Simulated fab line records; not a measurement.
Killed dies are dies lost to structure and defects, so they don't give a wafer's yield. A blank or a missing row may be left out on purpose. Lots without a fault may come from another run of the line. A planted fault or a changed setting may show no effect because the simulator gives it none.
fab line records	flow n5-finfet	part 2 of 2: steps 5 to 6 of 6
[record] lots = 24	wafers = 72	last-day = 18
route steps=1938 shown BEOL_M9@1467 BEOL_M10@1492 BEOL_M11@1538
lots untouched by any fault: they come from a run of this same line in which no faults occurred
start-h: the number of hours between the record's first day and the start of the first shown wafer of the lot	wait-h: hours from the lot's prior step to this one	" repeats the value in the row above	L1.1+2: a row that stands for several wafers	- either no value or no given start	* or withheld: withheld	< > ~ a bound
route shown NAME@n: names a module that has steps shown in the file, with the first one's number in the route	usual: mean and standard deviation over wafers with no fault	same: alike in all rows	chamber/n: place in a boat	sites: the reading at each site	_std_site: standard deviation of those values	_edge_site: outer sites' mean less inner sites'	radius-mm: how far each site lies from the wafer's centre	mask NAME#n: copy n	behind: the last tool/chamber to shape the wafer	hold: what put the lot on hold/how long, in hours/how the hold closed	device: the n, p or np transistor that did not switch	end of line: the same wafers' tests at the end of the route	step lacking rows: just its recipe	killed: count of dies lost to structure and defects at first sort (not the wafer's yield)	map: a wafer's dies, marking killed ones x, the rest . and places with no die _
set.NAME: the run value of the setting; set.NAME@STEP: its run value at that earlier step	model.NAME: the simulator's own value behind a step, which no gauge read
steps of the route over a sample of lots; a table a step, a row a wafer
services: a tool's chamber out of use, with start hour (start-h, from the record's first day; less than 0 if before it), hours out, and reason
[[steps]]
[step N5_BEOL_M11_VIA_ETCH_34]
[recipe] chemistry = C4F6/O2	target = SiCOH_lowk	target-depth-a = 1845	mask-material = SOC	taper-deg = 4	time-s = 69.2	ion-energy-ev = 250	pressure-mtorr = 30	source-w = 345	bias-w = 185	Ar_flow_sccm = 300	C4F6_flow_sccm = 10	O2_flow_sccm = 10
[usual] drypump-motor-current-A = 5.7/0.45	oes-product-au = 0.74/0.07	rf-vpp-V = 669/12	showerhead-plenum-p-Torr = 2.84/0.098	throttle-valve-pct = 20.96/0.19
lot.wafer	tool	chamber	start-h	wait-h	drypump-motor-current-A	oes-product-au	rf-hours-counter-h	rf-vpp-V	showerhead-plenum-p-Torr	throttle-valve-pct
L074.2	rie-diel-02	0	221.60	0.0	5.8	0.72	177	663	2.83	20.78
L074.3	"	1	"	"	6.2	0.72	202	666	2.94	20.96
L074.4	"	2	"	"	5.0	0.73	198	668	2.81	20.76
L075.1	rie-diel-02	0	229.50	0.0	5.7	0.72	179	663	2.83	20.77
L075.3	"	3	"	"	5.9	0.69	214	663	2.70	20.94
L075.5	"	3	"	"	5.9	0.68	-	667	2.71	20.96
L076.1	rie-diel-01	1	235.61	0.0	6.5	0.87	59	662	2.87	20.67
L076.2	"	0	"	"	6.0	0.76	166	662	2.72	21.06
L076.5	"	3	"	"	5.0	0.70	-	667	2.72	20.97
L078.3	rie-diel-05	1	251.17	0.0	5.7	0.70	195	676	2.73	21.42
L078.5	"	3	"	"	5.6	0.70	-	672	2.93	21.03
L078.6	"	0	"	"	5.9	0.82	-	694	2.99	21.01
L077.1	rie-diel-01	1	251.40	0.0	6.5	0.86	62	663	2.87	20.69
L077.2	"	3	"	"	5.0	0.70	216	667	2.72	21.00
L077.3	"	0	"	"	6.0	0.76	170	663	2.72	21.07
L080.2	rie-diel-01	3	263.25	0.0	5.0	0.70	219	666	2.72	20.99
L080.4	"	1	"	"	6.5	0.86	66	662	2.86	20.69
L080.5	"	2	"	"	6.0	0.71	-	691	2.94	21.17
L079.1	rie-diel-02	2	267.83	0.0	4.9	0.72	211	666	2.81	20.77
L079.4	"	0	"	"	5.7	0.72	190	661	2.83	20.80
L079.6	"	1	"	"	6.2	0.70	-	664	2.94	20.96
L081.1	rie-diel-05	0	271.70	0.0	5.9	0.81	100	694	2.99	21.00
L081.2	"	1	"	"	5.7	0.69	200	676	2.73	21.43
L081.3	"	3	"	"	5.6	0.70	244	672	2.93	21.05
L083.2	rie-diel-05	3	285.47	0.0	5.6	0.68	247	672	2.93	21.04
L083.5	"	1	"	"	5.7	0.69	-	677	2.73	21.45
L083.6	"	0	"	"	5.9	0.81	-	694	2.98	21.00
L082.1	rie-diel-02	1	285.60	0.0	6.2	0.70	220	665	2.93	20.97
L082.3	"	2	"	"	4.9	0.71	217	667	2.81	20.79
L082.6	"	2	"	"	4.9	0.72	-	669	2.81	20.77
L086.1	rie-diel-02	2	299.60	0.0	4.9	0.72	221	668	2.80	20.80
L086.3	"	0	"	"	5.8	0.72	199	662	2.82	20.83
L086.4	"	3	"	"	5.9	0.68	235	664	2.70	20.99
L084.3	rie-diel-05	2	299.65	0.0	5.6	0.68	247	644	2.93	21.04
L084.5	"	0	"	"	5.8	0.80	-	695	2.98	21.01
L084.6	"	1	"	"	5.7	0.68	-	676	2.72	21.43
L087.2	rie-diel-01	0	302.38	0.0	6.0	0.75	186	661	2.71	21.10
L087.3	"	1	"	"	6.5	0.85	78	664	2.86	20.71
L087.4	"	3	"	"	5.0	0.70	230	666	2.71	21.02
L085.1	rie-diel-01	3	308.27	0.0	5.0	0.69	232	666	2.71	21.03
L085.2	"	2	"	"	6.0	0.70	222	690	2.94	21.18
L085.5	"	1	"	"	6.5	0.83	-	664	2.86	20.73
L088.2	rie-diel-05	3	308.76	0.0	5.6	0.96	1	671	2.92	20.68
L088.5	"	2	"	"	5.6	0.69	-	644	2.93	21.01
L088.6	"	3	"	"	5.6	0.96	-	672	2.92	20.66
L090.1	rie-diel-02	1	328.44	0.0	6.2	0.69	231	666	2.93	20.99
L090.2	"	0	"	"	5.7	0.70	206	660	2.82	20.82
L090.3	"	2	"	"	4.9	0.70	229	668	2.80	20.81
L089.2	rie-diel-01	2	328.91	0.0	5.9	0.69	229	691	2.93	21.19
L089.3	"	3	"	"	5.0	0.69	238	665	2.71	21.02
L089.6	"	3	"	"	5.0	0.69	-	667	2.71	21.02
L091.2	rie-diel-02	1	330.88	0.0	6.2	0.69	232	665	2.93	20.98
L091.4	"	2	"	"	5.0	0.70	230	666	2.80	20.80
L091.5	"	3	"	"	5.9	0.67	-	663	2.69	21.00
L092.1	rie-diel-02	0	343.49	0.0	5.7	0.70	211	662	2.82	20.81
L092.4	"	3	"	"	5.9	0.66	248	664	2.69	20.99
L092.6	"	2	"	"	5.0	0.70	-	667	2.80	20.80
L095.2	rie-diel-05	3	354.66	0.0	5.6	0.90	16	672	2.92	20.69
L095.3	"	2	"	"	5.6	0.92	7	643	2.93	20.66
L095.5	"	3	"	"	5.6	0.90	-	672	2.92	20.69
L093.1	rie-diel-02	0	354.90	0.0	5.7	0.70	214	661	2.82	20.82
L093.3	"	1	"	"	6.2	0.69	240	665	2.92	21.01
L093.5	"	1	"	"	6.2	0.69	-	666	2.92	21.00
L097.2	rie-diel-01	0	363.93	0.0	6.0	0.73	205	661	2.71	21.14
L097.3	"	2	"	"	6.0	0.68	239	690	2.93	21.20
L097.6	"	0	"	"	6.0	0.73	-	660	2.71	21.13
L094.1	rie-diel-05	2	364.10	0.0	5.6	0.91	9	645	2.93	20.67
L094.2	"	1	"	"	5.7	0.68	227	675	2.72	21.48
L094.5	"	0	"	"	5.9	0.78	-	695	2.97	21.03
L096.2	rie-diel-02	1	375.39	0.0	6.2	0.69	246	665	2.92	21.03
L096.4	"	2	"	"	4.9	0.70	245	667	2.79	20.82
L096.6	"	1	"	"	6.2	0.69	-	664	2.92	21.02
[step N5_BEOL_M11_TRENCH_ETCH_37]
[recipe] chemistry = C4F6/O2	target-depth-a = 1488.3	target = SiCOH_lowk	time-s = 48	ion-energy-ev = 250	pressure-mtorr = 30	source-w = 345	bias-w = 185	Ar_flow_sccm = 300	C4F6_flow_sccm = 10	O2_flow_sccm = 10
[usual] drypump-motor-current-A = 5.7/0.44	oes-product-au = 0.74/0.071	rf-vpp-V = 669/12	showerhead-plenum-p-Torr = 2.84/0.098	throttle-valve-pct = 20.99/0.2
lot.wafer	tool	chamber	start-h	wait-h	drypump-motor-current-A	oes-product-au	rf-hours-counter-h	rf-vpp-V	showerhead-plenum-p-Torr	throttle-valve-pct
L074.2	rie-diel-02	0	-	-	5.8	0.73	177	663	2.83	20.81
L074.3	"	1	"	"	6.1	0.72	202	666	2.94	20.99
L074.4	"	2	"	"	5.0	0.73	198	668	2.81	20.79
L075.1	rie-diel-02	0	-	-	5.7	0.71	179	663	2.83	20.80
L075.3	"	3	"	"	5.9	0.68	214	664	2.70	20.97
L075.5	"	3	"	"	5.9	0.69	-	665	2.71	20.98
L076.1	rie-diel-01	1	-	-	6.5	0.86	59	662	2.87	20.70
L076.2	"	0	"	"	6.0	0.76	166	663	2.72	21.12
L076.5	"	3	"	"	5.0	0.70	-	666	2.72	21.01
L078.3	rie-diel-05	1	-	-	5.7	0.70	195	677	2.73	21.46
L078.5	"	3	"	"	5.6	0.69	-	673	2.93	21.06
L078.6	"	0	"	"	5.9	0.81	-	696	2.99	21.03
L077.1	rie-diel-01	1	-	-	6.5	0.85	62	663	2.87	20.71
L077.2	"	3	"	"	5.0	0.70	216	667	2.72	21.02
L077.3	"	0	"	"	6.0	0.76	170	663	2.72	21.10
L080.2	rie-diel-01	3	-	-	5.0	0.71	219	666	2.72	21.01
L080.4	"	1	"	"	6.5	0.86	66	663	2.86	20.72
L080.5	"	2	"	"	6.0	0.70	-	690	2.94	21.17
L079.1	rie-diel-02	2	-	-	4.9	0.72	211	669	2.81	20.81
L079.4	"	0	"	"	5.7	0.72	190	662	2.83	20.84
L079.6	"	1	"	"	6.2	0.71	-	665	2.94	20.99
L081.1	rie-diel-05	0	-	-	5.9	0.81	100	694	2.99	21.03
L081.2	"	1	"	"	5.7	0.70	200	677	2.73	21.45
L081.3	"	3	"	"	5.7	0.69	244	672	2.93	21.07
L083.2	rie-diel-05	3	-	-	5.6	0.69	247	672	2.93	21.05
L083.5	"	1	"	"	5.7	0.70	-	677	2.73	21.47
L083.6	"	0	"	"	5.9	0.81	-	695	2.98	21.03
L082.1	rie-diel-02	1	-	-	6.1	0.70	220	665	2.93	21.00
L082.3	"	2	"	"	5.0	0.71	217	666	2.81	20.83
L082.6	"	2	"	"	5.0	0.72	-	667	2.81	20.81
L086.1	rie-diel-02	2	-	-	5.0	0.71	221	668	2.80	20.82
L086.3	"	0	"	"	5.7	0.71	199	663	2.82	20.83
L086.4	"	3	"	"	5.9	0.68	235	664	2.70	21.00
L084.3	rie-diel-05	2	-	-	5.6	0.69	247	645	2.93	21.04
L084.5	"	0	"	"	5.9	0.80	-	695	2.98	21.05
L084.6	"	1	"	"	5.7	0.69	-	677	2.72	21.48
L087.2	rie-diel-01	0	-	-	6.1	0.74	186	661	2.71	21.13
L087.3	"	1	"	"	6.5	0.85	78	662	2.86	20.72
L087.4	"	3	"	"	5.0	0.70	231	668	2.71	21.05
L085.1	rie-diel-01	3	-	-	5.0	0.70	232	667	2.71	21.05
L085.2	"	2	"	"	6.0	0.70	222	691	2.94	21.22
L085.5	"	1	"	"	6.5	0.84	-	662	2.86	20.74
L088.2	rie-diel-05	3	-	-	5.6	0.98	1	672	2.92	20.70
L088.5	"	2	"	"	5.6	0.69	-	644	2.93	21.07
L088.6	"	3	"	"	5.6	0.96	-	673	2.92	20.68
L090.1	rie-diel-02	1	-	-	6.2	0.70	232	664	2.93	21.02
L090.2	"	0	"	"	5.8	0.71	206	661	2.82	20.86
L090.3	"	2	"	"	5.0	0.70	229	666	2.80	20.83
L089.2	rie-diel-01	2	-	-	6.0	0.70	229	691	2.93	21.20
L089.3	"	3	"	"	5.0	0.70	238	668	2.71	21.04
L089.6	"	3	"	"	5.0	0.69	-	667	2.71	21.05
L091.2	rie-diel-02	1	-	-	6.2	0.69	232	665	2.93	21.02
L091.4	"	2	"	"	5.0	0.70	230	668	2.80	20.82
L091.5	"	3	"	"	5.9	0.66	-	663	2.69	21.04
L092.1	rie-diel-02	0	-	-	5.8	0.70	211	660	2.82	20.86
L092.4	"	3	"	"	5.9	0.66	248	664	2.69	21.01
L092.6	"	2	"	"	4.9	0.69	-	669	2.80	20.82
L095.2	rie-diel-05	3	-	-	5.6	0.91	16	672	2.92	20.73
L095.3	"	2	"	"	5.6	0.91	7	645	2.93	20.69
L095.5	"	3	"	"	5.6	0.90	-	672	2.92	20.72
L093.1	rie-diel-02	0	-	-	5.8	0.70	214	662	2.82	20.85
L093.3	"	1	"	"	6.1	0.69	240	664	2.92	21.04
L093.5	"	1	"	"	6.2	0.69	-	663	2.92	21.05
L097.2	rie-diel-01	0	-	-	6.1	0.74	205	661	2.71	21.14
L097.3	"	2	"	"	6.0	0.68	239	691	2.93	21.23
L097.6	"	0	"	"	6.1	0.74	-	662	2.71	21.16
L094.1	rie-diel-05	2	-	-	5.6	0.91	9	644	2.93	20.68
L094.2	"	1	"	"	5.7	0.69	227	675	2.72	21.52
L094.5	"	0	"	"	5.9	0.79	-	694	2.97	21.08
L096.2	rie-diel-02	1	-	-	6.2	0.68	246	664	2.92	21.05
L096.4	"	2	"	"	5.0	0.69	245	669	2.79	20.84
L096.6	"	1	"	"	6.2	0.68	-	665	2.92	21.05
[[services]]
tool	chamber	start-h	hours	kind
rie-metal-01	0	188.31	14.9	repair
pecvd-02	-	226.68	1.2	repair
rie-diel-06	2	243.08	8.3	repair
rie-metal-01	-	249.72	2.8	pm
rie-metal-01	-	255.36	4.0	pm
rie-diel-04	3	281.53	2.6	repair
rie-diel-05	3	291.67	-	clean
rie-diel-05	3	291.67	-	consumable-replace:focus-ring
pecvd-03	0	300.29	4.7	repair
rie-metal-02	-	304.64	2.8	pm
pecvd-02	-	307.51	5.5	pm
rie-diel-04	-	311.41	0.7	repair
rie-diel-05	2	312.84	-	clean
rie-diel-05	2	312.84	-	consumable-replace:focus-ring
rie-diel-05	2	312.84	16.0	scheduled-down
pecvd-03	1	319.50	25.3	repair
pecvd-02	-	337.70	3.3	repair
rie-diel-02	3	351.18	-	clean
rie-diel-02	3	351.18	-	consumable-replace:focus-ring
rie-diel-02	3	351.18	-	consumable-replace:showerhead
rie-diel-02	3	351.18	16.0	scheduled-down
rie-diel-02	3	351.18	16.0	vent-cycle
rie-diel-06	0	356.03	43.4	repair
rie-diel-05	0	365.70	8.6	repair
